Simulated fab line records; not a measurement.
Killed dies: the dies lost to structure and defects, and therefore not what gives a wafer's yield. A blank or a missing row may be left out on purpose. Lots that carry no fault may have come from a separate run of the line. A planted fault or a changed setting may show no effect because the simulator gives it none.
Tool commonality check :: flow nand_harc :: Sampled: 12 lots, 36 wafers

WHY THIS WAS OPENED
Flagged at NHARC_P_STI_OCD_MEAS_17: reading trench_depth_nm, on 2 of 12 lots. Wafers without a fault read 300.3 nm, standard deviation 2.4.
Rule: a lot is flagged when every wafer of it that has a number lies more than 4 standard deviations from that mean, or none has a number. The rest of the lots are taken to be sound.

lot: L450
measured: day 2 14:22
on: ocd-02
trench_depth_nm (nm), wafer by wafer: 304.6 298.9 300.0
flag: 

lot: L451
measured: day 2 14:38
on: ocd-02
trench_depth_nm (nm), wafer by wafer: 300.1 300.5 299.2
flag: 

lot: L454
measured: day 3 13:11
on: ocd-02
trench_depth_nm (nm), wafer by wafer: 305.9 300.1 300.5
flag: 

lot: L455
measured: day 3 19:23
on: ocd-01
trench_depth_nm (nm), wafer by wafer: 296.8 299.9 303.0
flag: 

lot: L456
measured: day 4 02:29
on: ocd-02
trench_depth_nm (nm), wafer by wafer: 302.7 299.5 298.8
flag: 

lot: L458
measured: day 4 11:53
on: ocd-01
trench_depth_nm (nm), wafer by wafer: 304.2 299.4 300.1
flag: 

lot: L461
measured: day 5 08:53
on: ocd-01
trench_depth_nm (nm), wafer by wafer: 297.2 296.0 297.8
flag: 

lot: L462
measured: day 5 12:03
on: ocd-01
trench_depth_nm (nm), wafer by wafer: 299.9 297.9 301.9
flag: 

lot: L463
measured: day 5 19:29
on: ocd-01
trench_depth_nm (nm), wafer by wafer: 300.3 300.4 299.1
flag: 

lot: L471
measured: day 7 17:43
on: ocd-02
trench_depth_nm (nm), wafer by wafer: 241.3 237.5 241.2
flag: FLAGGED

lot: L472
measured: day 8 02:38
on: ocd-02
trench_depth_nm (nm), wafer by wafer: 239.8 240.3 238.1
flag: FLAGGED

lot: L473
measured: day 8 02:44
on: ocd-01
trench_depth_nm (nm), wafer by wafer: 298.4 300.6 301.2
flag: 
The mean of the flagged lots' numbers is 239.7 nm, -60.6 nm from the usual (-25 standard deviations).

EACH LOT AND THE TOOL IT RAN ON
The record holds 1 process step before the reading, out of a route of 1159 steps. Every cell lists first the tool, next ch and the chambers used by the sampled wafers, and last the start.
lot: L450
flag: 
NHARC_P_STI_ETCH_15: rie_si-06 ch 1,2,3, day 2 14:07

lot: L451
flag: 
NHARC_P_STI_ETCH_15: rie_si-03 ch 1,2,3, day 2 14:23

lot: L454
flag: 
NHARC_P_STI_ETCH_15: rie_si-06 ch 0,1,2, day 3 12:58

lot: L455
flag: 
NHARC_P_STI_ETCH_15: rie_si-06 ch 1,2,3, day 3 19:08

lot: L456
flag: 
NHARC_P_STI_ETCH_15: rie_si-06 ch 0,1,3, day 4 02:14

lot: L458
flag: 
NHARC_P_STI_ETCH_15: rie_si-03 ch 0,2, day 4 11:36

lot: L461
flag: 
NHARC_P_STI_ETCH_15: rie_si-06 ch 0,2,3, day 5 08:38

lot: L462
flag: 
NHARC_P_STI_ETCH_15: rie_si-03 ch 0,2,3, day 5 11:47

lot: L463
flag: 
NHARC_P_STI_ETCH_15: rie_si-03 ch 0,2,3, day 5 19:14

lot: L471
flag: FLAGGED
NHARC_P_STI_ETCH_15: rie_si-06 ch 0,1,2, day 7 17:31

lot: L472
flag: FLAGGED
NHARC_P_STI_ETCH_15: rie_si-06 ch 0,2,3, day 8 02:22

lot: L473
flag: 
NHARC_P_STI_ETCH_15: rie_si-03 ch 1,2,3, day 8 02:29
What these steps do:
- NHARC_P_STI_ETCH_15: etches the open film in HBr/Cl2, target depth 300 nm, time 100.1 s.
- NHARC_P_STI_OCD_MEAS_17

FLAGGED OVER TOTAL, TOOL BY TOOL (the gauges that took the reading come last)
step: NHARC_P_STI_ETCH_15
tool: rie_si-03
lots run: 5
flagged: 0
share of the flagged lots: none
sound lots run after its first flagged lot: -

step: NHARC_P_STI_ETCH_15
tool: rie_si-06
lots run: 7
flagged: 2
share of the flagged lots: all
sound lots run after its first flagged lot: 0

step: NHARC_P_STI_OCD_MEAS_17
tool: ocd-01
lots run: 6
flagged: 0
share of the flagged lots: none
sound lots run after its first flagged lot: -

step: NHARC_P_STI_OCD_MEAS_17
tool: ocd-02
lots run: 6
flagged: 2
share of the flagged lots: all
sound lots run after its first flagged lot: 0

WHAT THE TABLE ALLOWS
2 rows of the table ran every flagged lot: rie_si-06 at NHARC_P_STI_ETCH_15, ocd-02 at NHARC_P_STI_OCD_MEAS_17.
- rie_si-06 at NHARC_P_STI_ETCH_15: 2 of its 7 lots flagged. It ran its last sound lot, L461, at day 5 08:38 and its first flagged lot, L471, at day 7 17:31: a fault with its onset between the two fits. Its own readings lie more than 4 standard deviations out on every wafer of the flagged lots: oes_product_au.
- ocd-02 at NHARC_P_STI_OCD_MEAS_17: 2 of its 6 lots flagged. It ran its last sound lot, L456, at day 4 02:29 and its first flagged lot, L471, at day 7 17:43: a fault with its onset between the two fits.
Because each of these 2 tools fits a fault that began at some hour, counting lots does not separate them. More lots, or a look at what each step does to the wafer, might.

WHAT THE SIMULATOR PUT IN
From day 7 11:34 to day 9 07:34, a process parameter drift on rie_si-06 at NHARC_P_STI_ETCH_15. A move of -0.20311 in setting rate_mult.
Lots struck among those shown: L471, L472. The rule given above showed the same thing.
